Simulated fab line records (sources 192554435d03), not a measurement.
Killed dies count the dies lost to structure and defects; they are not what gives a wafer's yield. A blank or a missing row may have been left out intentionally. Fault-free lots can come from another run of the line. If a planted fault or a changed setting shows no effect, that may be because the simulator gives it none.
Chamber matching :: flow n5 finfet :: rie diel-04 running N5_BEOL_M15_VIA_ETCH_16: 4 sister chambers
The step etches SiO2 in C4F8/O2/Ar, target depth 1792.2 nm. 4 wafers are shown with their chamber, then 8 later ones without.

WAFERS, EACH WITH ITS CHAMBER
wafer: L084.3
chamber: 3
rf vpp V (V): 2213

wafer: L084.6
chamber: 1
rf vpp V (V): 2218

wafer: L088.1
chamber: 2
rf vpp V (V): 2238

wafer: L091.1
chamber: 0
rf vpp V (V): 2268

WAFERS WITH NO CHAMBER GIVEN
wafer: L091.5
rf vpp V (V): 2238

wafer: L091.6
rf vpp V (V): 2218

wafer: L095.1
rf vpp V (V): 2237

wafer: L095.4
rf vpp V (V): 2268

wafer: L095.5
rf vpp V (V): 2218

wafer: L097.4
rf vpp V (V): 2237

wafer: L097.5
rf vpp V (V): 2267

wafer: L097.6
rf vpp V (V): 2218

WHICH CHAMBER EACH WENT THROUGH
wafer: L091.5
from the rows above: 2
in truth: 2

wafer: L091.6
from the rows above: 1
in truth: 1

wafer: L095.1
from the rows above: 2
in truth: 2

wafer: L095.4
from the rows above: 0
in truth: 0

wafer: L095.5
from the rows above: 1
in truth: 1

wafer: L097.4
from the rows above: 2
in truth: 2

wafer: L097.5
from the rows above: 0
in truth: 0

wafer: L097.6
from the rows above: 1
in truth: 1
Correct placement for 8 of the 8. Number that these rows cannot place: 0. Placed wrongly: 0.
How it was worked out, from the rows above alone: a wafer's distance from a chamber is the root of the sum, over the readings, of the square of ((its reading less the chamber's mean) divided by the reading's scatter). The wafer belongs to the nearest chamber; if the next one is less than 2 further off, it can't be placed. Each chamber's mean is taken over the wafers shown for it. The scatter: with one shown wafer a chamber, the root of the mean of the squares of how far each hidden wafer lies from its nearest shown one.
